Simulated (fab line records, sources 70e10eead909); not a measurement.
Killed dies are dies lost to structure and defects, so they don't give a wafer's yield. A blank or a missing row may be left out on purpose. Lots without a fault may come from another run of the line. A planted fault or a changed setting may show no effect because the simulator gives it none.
fab line records | flow nand_harc
record lots=12 wafers=35 last_day=32
route steps=1302 shown A_ONON_D1@443 A_CHANNEL_HOLE_D1@467 END@1302
lots that met no fault: from a run of the same line without faults
start_h: hours from the record's first day to the start of the lot's first wafer shown | wait_h: hours since the lot's step before | " the same as in the row above | L1.1+2: a row that stands for several wafers | - no value, or no start given | * or withheld: withheld | < > ~ a bound
route shown NAME@n: a module of which the file shows steps, and the number in the route of the first | usual: mean/standard deviation of fault-free wafers | same: alike in all rows | chamber/n: place in a boat | sites: the reading at each site | _std_site: their standard deviation | _edge_site: outer sites' mean less inner sites' | radius_mm: how far each site lies from the wafer's centre | mask NAME#n: copy n | behind: the tool/chamber that last shaped the wafer | hold: why the lot was held/for how many hours/how that ended | device: the transistor (n, p or np) that didn't switch | end of line: the same wafers' tests at the end of the route | a step without rows: its recipe alone | killed: dies lost to structure and defects at the first sort, not the wafer's yield | map: a wafer's dies, x killed, . not, _ none there
set.NAME: the setting as run; set.NAME@STEP: as run at that earlier step | model.NAME: the simulator's own value behind a step, which no gauge read
steps of the route over a sample of lots; a table a step, a row a wafer
services: from which hour (start_h, from the record's first day; less than 0 if before it) a tool's chamber was out of use, for how many hours, and why
## steps
# step NHARC_A_ONON_D1_THK_MEAS_27
# recipe thk_meas_gauge=ellipsometry
# usual thk_nm=1003/10
# columns lot.wafer tool chamber start_h wait_h thk_nm
L891.2 film_metro-01 - 178.95 - 1001
L891.3 " - " " 1000
L891.6 " - " " 999
L895.1 film_metro-02 - 222.12 - 1000
L895.3 " - " " 998
L895.4 " - " " 1000
L896.1 film_metro-02 - 240.88 - 986
L896.3 " - " " 984
L896.5 " - " " 984
L897.3 film_metro-02 - 253.43 - 1006
L897.5 " - " " 1007
L897.6 " - " " 1008
L898.3 film_metro-02 - 263.26 - 1008
L898.4 " - " " 1007
L898.6 " - " " 1005
L900.1 film_metro-01 - 283.54 - 1004
L900.5 " - " " 1003
L900.6 " - " " 1003
L902.3 film_metro-01 - 292.32 - 1004
L902.4 " - " " 1003
L902.6 " - " " 1002
L901.1 film_metro-02 - 292.34 - 996
L901.4 " - " " 997
L901.6 " - " " 995
L903.3 film_metro-01 - 300.33 - 992
L903.4 " - " " 993
L903.6 " - " " 995
L904.2 film_metro-01 - 317.82 - 992
L904.3 " - " " 994
L904.5 " - " " 992
L906.2 film_metro-02 - 338.27 - 997
L906.5 " - " " 994
L906.6 " - " " 996
L908.4 film_metro-02 - 353.23 - 1001
L908.6 " - " " 999
# step NHARC_A_CHANNEL_HOLE_D1_ETCH_39
# recipe target_depth_a=2600 over_etch_frac=0.3 time_s=325 ion_energy_ev=200 n2_flow_sccm=150 h2_flow_sccm=150 ar_flow_sccm=0 rf_w=400 bias_w=150 chemistry=N2/H2
# usual drypump_motor_current_A=5.66/0.29 oes_product_au=1.003/0.0072 rf_vpp_V=431.6/2.7 showerhead_plenum_p_Torr=2.08/0.093 throttle_valve_pct=14.170/0.0094
# columns lot.wafer tool chamber start_h wait_h drypump_motor_current_A oes_product_au rf_hours_counter_h rf_vpp_V showerhead_plenum_p_Torr throttle_valve_pct
L891.2 rie_diel-02 1 183.35 - 5.48 1.004 37 435.7 2.20 14.179
L891.3 " 2 " " 6.63 0.997 35 434.2 2.13 14.178
L891.6 " 3 " " 5.89 0.991 - 427.3 1.92 14.160
L895.3 rie_diel-10 0 227.90 - 5.67 1.003 11 434.7 2.14 14.171
L895.1 " 1 " " 5.72 1.000 11 431.2 2.03 14.181
L895.4 " 2 " " 5.57 1.007 12 434.3 2.19 14.172
L896.3 rie_diel-02 3 245.05 - 5.81 1.003 5 427.3 1.92 14.171
L896.1 " 0 " " 5.95 1.006 7 430.2 2.01 14.166
L896.5 " 0 " " 5.95 0.998 - 428.6 2.01 14.181
L897.3 rie_diel-10 0 259.16 - 5.69 0.995 0 433.5 2.14 14.184
L897.6 " 3 " " 5.35 1.021 - 428.6 1.97 14.183
L897.5 " 2 " " 5.55 1.003 - 435.0 2.19 14.170
L898.3 rie_diel-10 0 269.07 - 5.66 1.013 2 433.4 2.14 14.160
L898.4 " 2 " " 5.56 1.010 - 434.4 2.19 14.165
L898.6 " 3 " " 5.36 1.009 - 429.0 1.97 14.159
L900.1 rie_diel-02 3 287.93 - 5.83 1.009 22 427.3 1.91 14.148
L900.5 " 0 " " 5.93 0.997 - 428.9 2.00 14.171
L900.6 " 1 " " 5.44 0.995 - 434.5 2.19 14.167
L902.3 rie_diel-10 0 296.55 - 5.67 1.007 5 433.3 2.13 14.170
L902.4 " 1 " " 5.70 1.003 2 432.0 2.03 14.167
L902.6 " 2 " " 5.53 1.018 - 435.0 2.19 14.166
L901.1 rie_diel-10 3 297.69 - 5.34 1.006 5 429.6 1.97 14.164
L901.4 " 0 " " 5.68 1.006 5 433.4 2.14 14.180
L901.6 " 1 " " 5.73 1.015 - 429.6 2.03 14.160
L903.4 rie_diel-10 0 304.63 - 5.67 1.005 6 432.9 2.13 14.155
L903.3 " 2 " " 5.54 1.012 7 434.4 2.19 14.173
L903.6 " 1 " " 5.70 1.016 - 429.0 2.02 14.168
L904.3 rie_diel-10 2 324.45 - 5.54 0.843 8 434.6 2.19 14.183
L904.2 " 0 " " 5.67 1.011 7 432.2 2.13 14.169
L904.5 " 2 " " 5.56 1.003 - 433.9 2.19 14.182
L906.2 rie_diel-10 2 342.50 - 5.54 1.007 10 435.4 2.19 14.176
L906.6 " 3 " " 5.35 0.859 - 428.8 1.96 14.173
L906.5 " 0 " " 5.66 1.003 - 433.3 2.13 14.175
L908.4 rie_diel-10 3 360.08 - 5.35 0.997 11 426.7 1.96 14.159
L908.6 " 3 " " 5.36 0.835 - 428.6 1.96 14.163
# step NHARC_A_CHANNEL_HOLE_D1_ETCH_23
# recipe bias_v=5000 source_w=withheld pressure_mtorr=20 time_s=819 ar_flow_sccm=375 c4f8_flow_sccm=89.3 o2_flow_sccm=35.7 temp_c=-20 target_depth_a=16000 chemistry=C4F8/O2/Ar
# usual drypump_motor_current_A=5.6/0.41 showerhead_plenum_p_Torr=3.56/0.045 throttle_valve_pct=32.155/0.0096
# columns lot.wafer tool chamber start_h wait_h drypump_motor_current_A rf_hours_counter_h showerhead_plenum_p_Torr throttle_valve_pct
L891.2 har_etch-02 0 185.86 0.5 5.7 296 3.66 32.157
L891.3 " 1 " " 5.2 - 3.55 32.171
L891.6 " 1 " " 5.2 - 3.55 32.162
L895.1 har_etch-01 0 230.32 0.5 6.1 115 3.57 32.146
L895.4 " 0 " " 6.1 - 3.57 32.166
L895.3 " 1 " " 5.2 - 3.57 32.149
L896.1 har_etch-02 0 247.50 0.5 5.7 334 3.64 32.137
L896.3 " 0 " " 5.8 - 3.64 32.162
L896.5 " 1 " " 5.2 - 3.53 32.147
L897.3 har_etch-02 0 261.98 0.5 5.7 - 3.64 32.148
L897.5 " 0 " " 5.8 - 3.64 32.161
L897.6 " 1 " " 5.3 - 3.53 32.156
L898.4 har_etch-02 1 271.96 0.5 5.2 - 3.53 32.162
L898.3 " 0 " " 5.7 - 3.63 32.131
L898.6 " 1 " " 5.2 - 3.52 32.153
L900.1 har_etch-02 1 290.54 0.5 5.2 353 3.52 32.160
L900.6 " 1 " " 5.2 - 3.52 32.154
L900.5 " 0 " " 5.7 - 3.63 32.160
L902.3 har_etch-01 1 299.18 0.5 5.2 - 3.55 32.160
L902.4 " 0 " " 6.1 - 3.55 32.159
L902.6 " 0 " " 6.1 - 3.55 32.143
L901.1 har_etch-02 0 300.21 0.5 5.7 361 3.63 32.138
L901.4 " 1 " " 5.3 - 3.52 32.162
L901.6 " 1 " " 5.3 - 3.52 32.163
L903.3 har_etch-02 0 308.21 0.5 5.7 - 3.62 32.155
L903.4 " 1 " " 5.2 - 3.51 32.173
L903.6 " 1 " " 5.2 - 3.51 32.162
L904.2 har_etch-01 1 328.99 0.5 5.1 169 3.54 32.174
L904.3 " 0 " " 6.1 - 3.54 32.154
L904.5 " 0 " " 6.2 - 3.54 32.144
L906.2 har_etch-01 0 344.87 0.5 6.1 176 3.54 32.164
L906.6 " 0 " " 6.1 - 3.54 32.145
L906.5 " 1 " " 5.2 - 3.53 32.138
L908.4 har_etch-02 1 362.83 0.5 5.2 - 3.50 32.153
L908.6 " 0 " " 5.8 - 3.61 32.149
# step NHARC_A_CHANNEL_HOLE_D1_ETCH_24
# recipe bias_v=5000 source_w=withheld pressure_mtorr=20 time_s=906.2 ar_flow_sccm=375 c4f8_flow_sccm=93.8 o2_flow_sccm=31.2 temp_c=-20 target_depth_a=15000 chemistry=C4F8/O2/Ar
# usual drypump_motor_current_A=5.6/0.41 showerhead_plenum_p_Torr=3.55/0.045 throttle_valve_pct=32.237/0.0088
# columns lot.wafer tool chamber start_h wait_h drypump_motor_current_A rf_hours_counter_h showerhead_plenum_p_Torr throttle_valve_pct
L891.2 har_etch-02 0 186.57 0.6 5.7 297 3.66 32.244
L891.3 " 1 " " 5.2 - 3.55 32.235
L891.6 " 1 " " 5.2 - 3.55 32.237
L895.1 har_etch-01 0 231.01 0.6 6.2 116 3.56 32.232
L895.4 " 0 " " 6.1 - 3.56 32.239
L895.3 " 1 " " 5.2 - 3.56 32.244
L896.1 har_etch-02 0 248.21 0.6 5.7 335 3.64 32.237
L896.3 " 0 " " 5.7 - 3.64 32.233
L896.5 " 1 " " 5.2 - 3.53 32.233
L897.3 har_etch-02 0 262.69 0.6 5.7 - 3.63 32.242
L897.5 " 0 " " 5.7 - 3.63 32.233
L897.6 " 1 " " 5.2 - 3.52 32.233
L898.4 har_etch-02 1 272.67 0.6 5.2 - 3.52 32.247
L898.3 " 0 " " 5.7 - 3.63 32.238
L898.6 " 1 " " 5.2 - 3.52 32.235
L900.1 har_etch-02 1 291.24 0.6 5.2 354 3.52 32.236
L900.6 " 1 " " 5.2 - 3.52 32.233
L900.5 " 0 " " 5.8 - 3.62 32.229
L902.3 har_etch-01 1 299.90 0.6 5.2 - 3.54 32.232
L902.4 " 0 " " 6.1 - 3.55 32.235
L902.6 " 0 " " 6.1 - 3.55 32.244
L901.1 har_etch-02 0 300.91 0.6 5.8 362 3.62 32.243
L901.4 " 1 " " 5.2 - 3.51 32.224
L901.6 " 1 " " 5.3 - 3.51 32.249
L903.3 har_etch-02 0 308.92 0.6 5.7 - 3.62 32.247
L903.4 " 1 " " 5.2 - 3.51 32.237
L903.6 " 1 " " 5.3 - 3.51 32.234
L904.2 har_etch-01 1 329.68 0.6 5.2 169 3.53 32.235
L904.3 " 0 " " 6.1 - 3.54 32.235
L904.5 " 0 " " 6.1 - 3.54 32.241
L906.2 har_etch-01 0 345.57 0.6 6.2 177 3.53 32.263
L906.6 " 0 " " 6.2 - 3.53 32.259
L906.5 " 1 " " 5.1 - 3.53 32.226
L908.4 har_etch-02 1 363.56 0.6 5.2 - 3.49 32.234
L908.6 " 0 " " 5.7 - 3.60 32.234
# step NHARC_END_SORT_01
# recipe temp_c=25
# usual killed_at_array=59/19 killed_at_other=0.6/0.85 killed_at_periphery=3.8/2.5 killed_dies=64/19 killed_open=3.3/1.8 killed_short=2.2/1.6
# same gross_dies=677
# columns lot.wafer tool chamber start_h wait_h killed_at_array killed_at_other killed_at_periphery killed_dies killed_open killed_short
L897.3 prober-01 0 646.14 3.1 58 1 4 63 4 1
L897.5 prober-01 0 647.72 3.7 70 2 4 76 4 4
L897.6 prober-01 0 648.51 4.0 59 0 2 61 0 2
L900.1 prober-01 0 681.68 2.5 73 2 6 81 4 5
L900.5 prober-01 0 684.88 3.7 77 0 5 82 3 4
L900.6 prober-01 0 685.69 4.0 61 1 1 63 3 1
L902.3 prober-01 0 691.06 3.1 59 1 2 62 3 0
L902.4 prober-01 0 691.86 3.4 62 1 1 64 4 2
L902.6 prober-01 0 693.46 4.0 60 0 2 62 0 5
L903.3 prober-02 0 700.93 5.5 84 0 3 87 4 1
L903.4 prober-02 0 701.73 5.8 76 0 2 78 5 2
L903.6 prober-02 0 703.35 6.4 71 0 4 75 3 3
L904.2 prober-02 0 707.96 2.8 41 0 2 43 3 2
L904.3 prober-02 0 708.76 3.1 152 0 3 155 2 1
L904.5 prober-02 0 710.38 3.7 32 0 2 34 1 2
L906.2 prober-02 0 736.98 2.8 60 0 2 62 1 3
L906.5 prober-02 0 739.40 3.7 58 0 5 63 7 3
L906.6 prober-02 0 740.21 4.0 173 1 4 178 3 2
L908.4 prober-01 0 764.15 3.4 73 0 3 76 2 4
L908.6 prober-01 0 765.74 4.0 211 0 7 218 5 5
# killed by level:class
L897.3 A_CHANNEL_HOLE_D1:chamber_film_flake=31 A_CHANNEL_HOLE_D2:chamber_film_flake=19 P_CONTACT:geometric_particle:open=2 P_GATE:chamber_film_flake=2 A_STAIRCASE:chamber_film_flake=2 A_ONON_D1:geometric_particle:open=1 A_ONON_D2:geometric_particle:short=1 A_WL_FILL:geometric_particle:open=1
L897.5 A_CHANNEL_HOLE_D1:chamber_film_flake=37 A_CHANNEL_HOLE_D2:chamber_film_flake=20 A_WL_FILL:geometric_particle:short=3 A_STAIRCASE:chamber_film_flake=3 A_ONON_D2:geometric_particle:open=2 P_STI:chamber_film_flake=2 A_CONTACT:chamber_film_flake=2 THIN_TSV:chamber_film_flake=2
L897.6 A_CHANNEL_HOLE_D2:chamber_film_flake=30 A_CHANNEL_HOLE_D1:chamber_film_flake=23 P_STI:chamber_film_flake=2 A_CHANNEL_FILL_D1:chamber_film_flake=2 A_ONON_D1:geometric_particle:short=1 A_WL_FILL:geometric_particle:short=1 A_SLIT:chamber_film_flake=1 A_CONTACT:chamber_film_flake=1
L900.1 A_SLIT:chamber_film_flake=35 A_CHANNEL_HOLE_D1:chamber_film_flake=24 A_STAIRCASE:chamber_film_flake=7 P_GATE:chamber_film_flake=3 A_CHANNEL_FILL_D2:geometric_particle:short=2 P_STI:geometric_particle:open=1 P_CONTACT:geometric_particle:open=1 P_M0:geometric_particle:short=1
L900.5 A_CHANNEL_HOLE_D1:chamber_film_flake=31 A_SLIT:chamber_film_flake=30 A_STAIRCASE:chamber_film_flake=4 A_WL_FILL:chamber_film_flake=3 A_CHANNEL_HOLE_D1:geometric_particle:short=2 A_WL_FILL:geometric_particle:short=2 P_GATE:chamber_film_flake=2 P_BONDPAD:chamber_film_flake=2
L900.6 A_SLIT:chamber_film_flake=24 A_CHANNEL_HOLE_D1:chamber_film_flake=23 A_STAIRCASE:chamber_film_flake=5 A_DECK1_JOINT:chamber_film_flake=2 A_CHANNEL_HOLE_D1:geometric_particle:open=1 A_DECK1_JOINT:geometric_particle:open=1 A_WL_FILL:geometric_particle:short=1 A_WL_FILL:geometric_particle:open=1
L902.3 A_SLIT:chamber_film_flake=38 A_WL_FILL:chamber_film_flake=9 A_STAIRCASE:chamber_film_flake=3 P_GATE:chamber_film_flake=2 A_CHANNEL_HOLE_D1:chamber_film_flake=2 A_CONTACT:chamber_film_flake=2 A_WL_FILL:geometric_particle:open=1 A_M0:geometric_particle:open=1
L902.4 A_SLIT:chamber_film_flake=35 A_CONTACT:chamber_film_flake=9 A_CHANNEL_HOLE_D1:chamber_film_flake=8 A_SGD_CUT:geometric_particle:open=2 A_ONON_D1:geometric_particle:open=1 A_CHANNEL_FILL_D1:geometric_particle:short=1 A_CHANNEL_HOLE_D2:geometric_particle:short=1 A_CONTACT:geometric_particle:open=1
L902.6 A_SLIT:chamber_film_flake=40 A_CONTACT:chamber_film_flake=4 A_ONON_D1:geometric_particle:short=3 A_CHANNEL_HOLE_D1:chamber_film_flake=3 A_DECK1_JOINT:chamber_film_flake=3 A_STAIRCASE:chamber_film_flake=3 A_WL_FILL:chamber_film_flake=2 P_GATE:geometric_particle:short=1
L903.3 A_CHANNEL_HOLE_D1:chamber_film_flake=32 A_SLIT:chamber_film_flake=29 A_CHANNEL_HOLE_D2:chamber_film_flake=12 A_CONTACT:chamber_film_flake=4 A_CHANNEL_FILL_D2:geometric_particle:open=2 A_WL_FILL:chamber_film_flake=2 P_CONTACT:geometric_particle:open=1 A_ONON_D1:geometric_particle:open=1
L903.4 A_CHANNEL_HOLE_D1:chamber_film_flake=26 A_SLIT:chamber_film_flake=24 A_CHANNEL_HOLE_D2:chamber_film_flake=11 A_CONTACT:chamber_film_flake=5 A_ONON_D1:geometric_particle:short=2 A_CHANNEL_FILL_D1:geometric_particle:open=2 A_BONDPAD:chamber_film_flake=2 A_DECK1_JOINT:geometric_particle:open=1
L903.6 A_SLIT:chamber_film_flake=28 A_CHANNEL_HOLE_D1:chamber_film_flake=18 A_CHANNEL_HOLE_D2:chamber_film_flake=10 A_CONTACT:chamber_film_flake=5 A_BONDPAD:chamber_film_flake=3 P_M1:chamber_film_flake=2 A_WL_FILL:chamber_film_flake=2 P_CONTACT:geometric_particle:open=1
L904.2 A_CHANNEL_HOLE_D2:chamber_film_flake=13 A_CHANNEL_HOLE_D1:chamber_film_flake=10 A_CONTACT:chamber_film_flake=6 A_SLIT:chamber_film_flake=2 A_WL_FILL:chamber_film_flake=2 A_ONON_D1:geometric_particle:short=1 A_CHANNEL_FILL_D1:geometric_particle:open=1 A_ONON_D2:geometric_particle:open=1
L904.3 A_CHANNEL_HOLE_D1:area_etch=113 A_CHANNEL_HOLE_D2:chamber_film_flake=18 A_CHANNEL_HOLE_D1:chamber_film_flake=9 A_CONTACT:chamber_film_flake=4 P_M0:chamber_film_flake=2 A_SLIT:chamber_film_flake=2 A_ONON_D1:geometric_particle:short=1 A_ONON_D1:geometric_particle:open=1
L904.5 A_CHANNEL_HOLE_D2:chamber_film_flake=14 A_CHANNEL_HOLE_D1:chamber_film_flake=5 A_SLIT:chamber_film_flake=4 A_CHANNEL_FILL_D1:geometric_particle:short=1 A_ONON_D2:geometric_particle:short=1 A_CHANNEL_FILL_D2:geometric_particle:open=1 P_ZERO_WELL:chamber_film_flake=1 P_M0:chamber_film_flake=1
L906.2 A_SLIT:chamber_film_flake=28 A_CHANNEL_HOLE_D1:chamber_film_flake=12 A_CONTACT:chamber_film_flake=6 A_ZERO_WELL:chamber_film_flake=4 A_STAIRCASE:chamber_film_flake=2 A_SGD_CUT:chamber_film_flake=2 A_CHANNEL_HOLE_D1:geometric_particle:short=1 A_CHANNEL_FILL_D1:geometric_particle:short=1
L906.5 A_SLIT:chamber_film_flake=25 A_CONTACT:chamber_film_flake=11 A_CHANNEL_HOLE_D1:chamber_film_flake=9 P_STI:chamber_film_flake=3 P_M0:geometric_particle:open=2 A_CHANNEL_HOLE_D1:geometric_particle:short=2 A_ZERO_WELL:chamber_film_flake=2 A_CHANNEL_HOLE_D1:geometric_particle:open=1
L906.6 A_CHANNEL_HOLE_D1:area_etch=118 A_SLIT:chamber_film_flake=25 A_CHANNEL_HOLE_D1:chamber_film_flake=10 A_CONTACT:chamber_film_flake=5 P_STI:chamber_film_flake=3 A_STAIRCASE:chamber_film_flake=3 A_ZERO_WELL:chamber_film_flake=2 A_CHANNEL_FILL_D2:chamber_film_flake=2
L908.4 A_SLIT:chamber_film_flake=33 A_CHANNEL_HOLE_D1:chamber_film_flake=24 P_GATE:chamber_film_flake=3 A_WL_FILL:chamber_film_flake=3 A_CONTACT:chamber_film_flake=3 A_ONON_D2:geometric_particle:short=2 A_DECK1_JOINT:chamber_film_flake=2 A_STAIRCASE:chamber_film_flake=2
L908.6 A_CHANNEL_HOLE_D1:area_etch=129 A_SLIT:chamber_film_flake=33 A_CHANNEL_HOLE_D1:chamber_film_flake=32 A_WL_FILL:chamber_film_flake=3 A_CONTACT:chamber_film_flake=3 A_ONON_D1:geometric_particle:open=2 P_ZERO_WELL:chamber_film_flake=2 A_STAIRCASE:chamber_film_flake=2
## services
# columns tool chamber start_h hours kind
rie_diel-10 - 168.35 0.1 repair
rie_diel-10 0 172.76 - clean
rie_diel-10 1 172.76 - clean
rie_diel-10 2 172.76 - clean
rie_diel-10 3 172.76 - clean
rie_diel-10 - 194.77 0.6 repair
rie_diel-10 0 197.26 - clean
rie_diel-10 1 197.26 - clean
rie_diel-10 2 197.26 - clean
rie_diel-10 3 197.26 - clean
rie_diel-02 - 216.70 9.0 pm
rie_diel-10 0 221.76 - clean
rie_diel-10 1 221.76 - clean
rie_diel-10 2 221.76 - clean
rie_diel-10 3 221.76 - clean
rie_diel-10 - 242.76 9.0 pm
rie_diel-10 0 242.76 9.0 vent_cycle
rie_diel-02 2 272.19 1.5 repair
rie_diel-02 0 304.79 9.6 repair
rie_diel-02 2 306.82 7.8 repair
rie_diel-02 3 337.15 5.8 repair
rie_diel-02 3 353.28 2.9 repair
rie_diel-10 0 361.11 7.6 repair
rie_diel-10 3 361.83 9.2 repair
## key
first_sign step=NHARC_A_CHANNEL_HOLE_D1_ETCH_39 reading=oes_product_au direction=down sigmas=22 usual=1.003 struck=0.846
effect step=NHARC_END_SORT_01 reading=killed_dies direction=up sigmas=6.5 usual=64 struck=184
more_kills_born_at NHARC_A_CHANNEL_HOLE_D1_ETCH_39@rie_diel-10=360
met_at NHARC_A_CHANNEL_HOLE_D1_ETCH_39
struck_lots L904,L906,L908
struck_wafers L904.3,L906.6,L908.6
tester_left_out L904,L906,L908
not_acting_at NHARC_A_ONON_D1_THK_MEAS_27,NHARC_A_CHANNEL_HOLE_D1_ETCH_23,NHARC_A_CHANNEL_HOLE_D1_ETCH_24
onset_between 304.63 324.45
fault kind=process_parameter_drift tool=rie_diel-10 chamber=- onset_h=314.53 steps=NHARC_A_CHANNEL_HOLE_D1_ETCH_39 channel=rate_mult offset=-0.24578 shape=step end_h=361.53 scope=struck_wafers_only
# tester_left_out: of these lots the tester's yield and bins aren't shown, on N5 and GAA mostly nor the transistor test; their killed dies are dies lost to structure and defects alone, not to doping, threshold or leakage, so they don't give the yield
